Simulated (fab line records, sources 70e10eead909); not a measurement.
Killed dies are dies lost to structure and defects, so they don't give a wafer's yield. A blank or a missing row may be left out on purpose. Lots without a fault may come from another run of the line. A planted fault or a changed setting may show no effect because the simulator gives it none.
Which tool did it? | flow nand_harc | 11 lots, 33 wafers sampled, at 6 steps of a route of 1302

WHAT THE GAUGES READ, wafer by wafer
NHARC_P_M1_THK_MEAS_24: measures by xrf. Usual: thk_nm 157.9 nm, standard deviation 1.6.
lot  | measured     | on            | thk_nm (nm)       | flag
L180 | day 6 13:41  | film_metro-02 | 156.5 154.7 156.4 |
L182 | day 7 11:11  | film_metro-01 | 158.7 160.2 158.1 |
L184 | day 8 09:56  | film_metro-02 | 162.4 162.6 161.1 |
L187 | day 9 08:51  | film_metro-01 | 156.9 159.0 157.0 |
L188 | day 9 14:57  | film_metro-02 | 158.1 157.0 159.5 |
L190 | day 10 12:49 | film_metro-02 | 156.9 156.5 157.0 |
L195 | day 12 10:19 | film_metro-01 | 155.7 157.4 156.1 |
L196 | day 13 08:16 | film_metro-02 | 157.5 160.6 159.9 |
L201 | day 15 11:29 | film_metro-01 | 159.5 157.7 158.0 |
L202 | day 15 15:40 | film_metro-02 | 158.5 157.1 158.3 |
L203 | day 16 01:49 | film_metro-02 | 159.1 157.1 159.5 |

NHARC_END_SORT_01. Usual: defect_limited_yield 91.4 %, standard deviation 2.4; killed_at_array 54, standard deviation 17; killed_at_other 0.7, standard deviation 1; killed_at_periphery 3.7, standard deviation 2.9; killed_dies 58, standard deviation 16; killed_open 3.2, standard deviation 1.9; killed_short 2.2, standard deviation 1.5; sort_bin_2_pct 3.1 %, standard deviation 1.1; sort_bin_3_pct 0.6 %, standard deviation 0.33; sort_bin_4_pct 4.9 %, standard deviation 1.4; sort_n_pass 619, standard deviation 16; sort_rim_yield_pct 94 %, standard deviation 3.8; sort_yield_pct 91.4 %, standard deviation 2.4.
lot  | measured     | on        | defect_limited_yield (%) | killed_at_array | killed_at_other | killed_at_periphery | killed_dies | killed_open | killed_short | sort_bin_2_pct (%) | sort_bin_3_pct (%) | sort_bin_4_pct (%) | sort_n_pass | sort_rim_yield_pct (%) | sort_yield_pct (%) | flag
L195 | day 30 04:11 | prober-02 | 88.6 91.4 85.4           | 68 54 91        | 1 1 0           | 8 3 8               | 77 58 99    | 2 5 3       | 4 1 1        | 3.8 3.2 5.3        | 0.6 0.9 1.3        | 6.9 4.4 8.0        | 600 619 578 | 94 91 95               | 88.6 91.4 85.4     |
L196 | day 31 07:34 | prober-02 | 93.8 92.0 92.2           | 39 53 50        | 1 0 2           | 2 1 1               | 42 54 53    | 1 2 1       | 2 5 4        | 2.2 3.2 1.8        | 0.6 0.6 0.9        | 3.4 4.1 5.2        | 635 623 624 | 97 97 98               | 93.8 92.0 92.2     |

WHICH TOOL RAN EACH LOT (tool, then ch and the chambers of the sampled wafers, then the start)
lot  | NHARC_P_M1_ETCH_35                 | NHARC_P_M1_ECD_22              | NHARC_P_M1_CMP_23             | NHARC_P_M1_PRE_CLEAN_32
L180 | rie_diel-10 ch 0,2,3, day 6 11:22  | ecd_cu-01 ch 0,1, day 6 12:40  | cmp-04 ch 1,2,3, day 6 13:23  | pecvd-04 ch 0,1,2, day 6 13:55
L182 | rie_diel-10 ch 0,1,3, day 7 08:52  | ecd_cu-01 ch 0,1, day 7 10:09  | cmp-03 ch 0,1,2, day 7 10:54  | pecvd-01 ch 0,1,2, day 7 11:25
L184 | rie_diel-06 ch 2,3, day 8 07:23    | ecd_cu-01 ch 0,1, day 8 08:56  | cmp-03 ch 0,2,3, day 8 09:39  | pecvd-04 ch 0,1,2, day 8 10:11
L187 | rie_diel-06 ch 0,1,3, day 9 06:31  | ecd_cu-01 ch 0,1, day 9 07:48  | cmp-04 ch 2,3, day 9 08:32    | pecvd-02 ch 0,1, day 9 09:05
L188 | rie_diel-10 ch 1,2,3, day 9 12:38  | ecd_cu-01 ch 0,1, day 9 13:58  | cmp-03 ch 0,2,3, day 9 14:38  | pecvd-01 ch 1,2, day 9 15:11
L190 | rie_diel-10 ch 1,2, day 10 10:29   | ecd_cu-01 ch 0,1, day 10 11:55 | cmp-04 ch 0,1, day 10 12:29   | pecvd-04 ch 0,1,2, day 10 13:03
L195 | rie_diel-06 ch 0,1,2, day 12 08:00 | ecd_cu-01 ch 0,1, day 12 09:22 | cmp-01 ch 0,1,2, day 12 10:05 | pecvd-01 ch 1,2, day 12 10:33
L196 | rie_diel-06 ch 1,2,3, day 13 05:56 | ecd_cu-01 ch 0,1, day 13 07:17 | cmp-03 ch 0,1,2, day 13 07:58 | pecvd-02 ch 0,1,2, day 13 08:30
L201 | rie_diel-10 ch 0,1,2, day 15 09:06 | ecd_cu-01 ch 0,1, day 15 10:25 | cmp-04 ch 0,1,2, day 15 11:13 | pecvd-04 ch 0,1, day 15 11:42
L202 | rie_diel-06 ch 0,1,3, day 15 13:19 | ecd_cu-01 ch 0,1, day 15 14:38 | cmp-01 ch 1,2,3, day 15 15:21 | pecvd-04 ch 0,1,2, day 15 15:53
L203 | rie_diel-10 ch 2,3, day 15 23:11   | ecd_cu-01 ch 0,1, day 16 00:31 | cmp-04 ch 0,2,3, day 16 01:32 | pecvd-04 ch 0,1,2, day 16 02:04
- NHARC_P_M1_ETCH_35: etches the open film in N2/H2, target depth 40 nm, overetch 12 nm, time 43.94 s.
- NHARC_P_M1_ECD_22: material Cu, target thk 400 nm.
- NHARC_P_M1_CMP_23: polishes, t overpolish 20 s, target thk 157.82 nm.
- NHARC_P_M1_PRE_CLEAN_32: time 12 s.

WHAT THE TOOLS THEMSELVES READ (means of the sampled wafers that have a number; where no wafer has one, the mark that the record gives instead)
NHARC_P_M1_ETCH_35. Usual: drypump_motor_current_A 5.5 A, standard deviation 0.39; oes_product_au 0.996 a.u., standard deviation 0.0097; rf_vpp_V 430.7 V, standard deviation 2.2; showerhead_plenum_p_Torr 2.05 Torr, standard deviation 0.078; throttle_valve_pct 14.173 %, standard deviation 0.0084.
lot  | tool        | drypump_motor_current_A (A) | oes_product_au (a.u.) | rf_vpp_V (V) | showerhead_plenum_p_Torr (Torr) | throttle_valve_pct (%) | flag
L180 | rie_diel-10 | 5.4                         | 0.997                 | 431.2        | 2.06                            | 14.170                 |
L182 | rie_diel-10 | 5.7                         | 1.002                 | 433.1        | 2.10                            | 14.176                 |
L184 | rie_diel-06 | 5.8                         | 0.993                 | 428.4        | 1.96                            | 14.179                 |
L187 | rie_diel-06 | 5.5                         | 1.000                 | 431.0        | 2.04                            | 14.169                 |
L188 | rie_diel-10 | 5.3                         | 1.008                 | 429.8        | 2.05                            | 14.172                 |
L190 | rie_diel-10 | 4.9                         | 1.005                 | 430.9        | 2.03                            | 14.177                 |
L195 | rie_diel-06 | 5.7                         | 0.997                 | 431.6        | 2.06                            | 14.175                 |
L196 | rie_diel-06 | 5.7                         | 0.992                 | 429.7        | 1.98                            | 14.172                 |
L201 | rie_diel-10 | 5.3                         | 0.988                 | 431.7        | 2.08                            | 14.168                 |
L202 | rie_diel-06 | 5.5                         | 1.005                 | 430.5        | 2.04                            | 14.171                 |
L203 | rie_diel-10 | 5.4                         | 0.984                 | 430.5        | 2.02                            | 14.176                 |

NHARC_P_M1_CMP_23. Usual: motor_current_A 11.9 A, standard deviation 1.1; slurry_flow_ml_min 150.0, standard deviation 0.47; time_to_endpoint_s 28 s, standard deviation 3.2.
lot  | tool   | motor_current_A (A) | slurry_flow_ml_min | time_to_endpoint_s (s) | flag
L180 | cmp-04 | 12.0                | 149.9              | 27                     |
L182 | cmp-03 | 11.7                | 149.8              | 33                     |
L184 | cmp-03 | 12.8                | 149.9              | 36                     |
L187 | cmp-04 | 11.3                | 149.6              | 29                     |
L188 | cmp-03 | 12.8                | 150.4              | 33                     |
L190 | cmp-04 | 13.2                | 149.7              | 27                     |
L195 | cmp-01 | 11.2                | 149.7              | 19                     |
L196 | cmp-03 | 11.7                | 149.8              | 20                     |
L201 | cmp-04 | 12.6                | 149.8              | 26                     |
L202 | cmp-01 | 11.9                | 149.8              | 28                     |
L203 | cmp-04 | 11.7                | 150.1              | 27                     |

NHARC_P_M1_PRE_CLEAN_32. Usual: heater_power_w 655 W, standard deviation 79; susceptor_temp_C 370.02 C, standard deviation 0.24.
lot  | tool     | heater_power_w (W) | susceptor_temp_C (C) | flag
L180 | pecvd-04 | 612                | 370.10               |
L182 | pecvd-01 | 769                | 370.21               |
L184 | pecvd-04 | 636                | 370.06               |
L187 | pecvd-02 | 685                | 369.95               |
L188 | pecvd-01 | 737                | 369.84               |
L190 | pecvd-04 | 594                | 369.73               |
L195 | pecvd-01 | 744                | 370.22               |
L196 | pecvd-02 | 634                | 369.84               |
L201 | pecvd-04 | 580                | 369.96               |
L202 | pecvd-04 | 650                | 370.17               |
L203 | pecvd-04 | 647                | 369.90               |

THE ANSWER, worked out from the rows above alone
Rule: a lot is off if the mean of its wafers that have a number lies more than 3 standard deviations from the usual mean. A lot without any number at a reading at which 4 lots or more have one is off too. The other lots that the step has rows for count as sound. The gauges are gone through in route order, then the tools' own readings, and for those a lot's mean is taken as printed above. The first step at which some lot is off is used, and at that step the reading that is off furthest; a lot without a number counts as furthest.
No lot is off at any reading shown: from this, nothing can be told.

WHAT THE SIMULATOR HAD PUT IN
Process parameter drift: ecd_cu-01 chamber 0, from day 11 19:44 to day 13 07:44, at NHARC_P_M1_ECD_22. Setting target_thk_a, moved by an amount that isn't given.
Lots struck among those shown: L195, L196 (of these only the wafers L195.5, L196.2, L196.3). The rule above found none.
